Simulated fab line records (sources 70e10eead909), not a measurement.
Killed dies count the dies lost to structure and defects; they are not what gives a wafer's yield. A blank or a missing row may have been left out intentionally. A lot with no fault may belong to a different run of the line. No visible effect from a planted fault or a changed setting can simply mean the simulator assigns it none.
Code-filled problem report in 8D (eight disciplines) form + flow nand harc + the parts of the form that need people (team, actions taken, sign-off) are left out

== 1. WHAT IS WRONG ==
At NHARC_P_STI_CD_MEAS_09, cd nm averages 165.5 nm over 6 wafers from 2 lots, while fault-free wafers read 200.4 nm, standard deviation 2. Relative to the usual mean, that is a shift of -17 standard deviations.
The step: target cd 200 nm.
First observed at day 4 12:03: wafer L646.2, on cd sem-02. The record has a number at this step for 33 wafers belonging to 11 lots. By rule, "out" or "out of limits" means more than 4 standard deviations away from the usual mean. The rest of the wafers with a number are treated as sound.

== 2. WHAT IT IS, AND WHAT IT ISN'T ==
| question                    | is                     | is not                                                                          |
|-----------------------------|------------------------|---------------------------------------------------------------------------------|
| which readings at this step | cd nm                  | -                                                                               |
| which lots                  | L646, L649             | L638, L640, L641, L642, L643, L645, L652, L656, L658                            |
| which wafers of those lots  | all that have a number | -                                                                               |
| read on which gauges        | cd sem-02              | cd sem-01, cd sem-03                                                            |
| when                        | from day 4 12:03       | up to then (18 sound wafers); but 9 sound wafers of L652, L656, L658 came after |

== 3. WHAT RULES OUT EACH SUSPECT ==
Counting: a tool stays on the suspect list if, at a process step up to the reading, it processed all lots that are out and no sound lot following the first of them.
- the gauge at NHARC_P_STI_CD_MEAS_09 is ruled out. All the wafers that are out were read on cd sem-02, but those of them that NHARC_P_STI_EXPOSE_06 has rows for are out there too, on other tools.
- krf scanner-01 at NHARC_P_STI_EXPOSE_06 (exposes mask P STI, target cd 200 nm): kept. All lots that are out passed through it, beginning with L646 at day 4 11:54, and no sound lot followed; its final sound lot before that point was L645 at day 4 04:33. Its own readings are out on those wafers: exposure dose mJ cm2.
After counting, what remains is krf scanner-01 at NHARC_P_STI_EXPOSE_06.

== 4. THE CAUSE (what the simulator had put in) ==
Drift in process parameters on krf scanner-01 at NHARC_P_STI_EXPOSE_06, starting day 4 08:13. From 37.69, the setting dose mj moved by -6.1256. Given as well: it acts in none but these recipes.
The count eliminated every tool but this one.

== 5. THE CHAIN OF EFFECTS, in route order ==
One row per reading whose mean, taken over the struck wafers that have a number, lies over 3 standard deviations from the usual. Only readings for which the record gives a usual standard deviation are gone through. hours: the time from each lot's start at the first step in this table that gives one to its start at this step, as a median over the lots. sigmas: the change in usual standard deviations.
| hours | step                    | reading              | usual    | on struck wafers | change | sigmas      |
|-------|-------------------------|----------------------|----------|------------------|--------|-------------|
| 0     | NHARC_P_STI_EXPOSE_06   | exposure dose mJ cm2 | 37.69    | 32.19            | -5.50  | -99 or more |
| 0     | NHARC_P_STI_CD_MEAS_09  | cd nm                | 200.4 nm | 165.5            | -34.9  | -17         |
| 1     | NHARC_P_STI_CD_MEAS_16  | cd nm                | 199.8 nm | 164.7            | -35.1  | -17         |
| 1     | NHARC_P_STI_OCD_MEAS_17 | trench foot cd nm    | 158.3 nm | 123.3            | -35.0  | -17         |
| 405   | NHARC_END_SORT_01       | killed at periphery  | 3.1      | 303.5            | +300.4 | +99 or more |
| 405   | NHARC_END_SORT_01       | killed dies          | 32       | 336              | +304   | +35         |
Here are the process steps it includes:
- NHARC_P_STI_EXPOSE_06: exposes mask P STI, target cd 200 nm.
At these later measuring or inspecting steps, every struck wafer for which the step has a row has a number for every such reading, and none has moved that far: NHARC_P_STI_INSPECT_11.

== 6. HOW IT WOULD HAVE BEEN CAUGHT EARLIER ==
4 hours passed between the start of the fault at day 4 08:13 and the first reading out of limits at a measuring or inspecting step in this record, taken at day 4 12:03.
The tool's own readings at NHARC_P_STI_EXPOSE_06 were out on every struck wafer that the step has a row for (exposure dose mJ cm2): an alarm limit on them would have fired on the first of those.
Lots out: 2; of these, L649 started NHARC_P_STI_EXPOSE_06 on krf scanner-01 after day 4 12:03. Holding the tool at that time would have saved it.
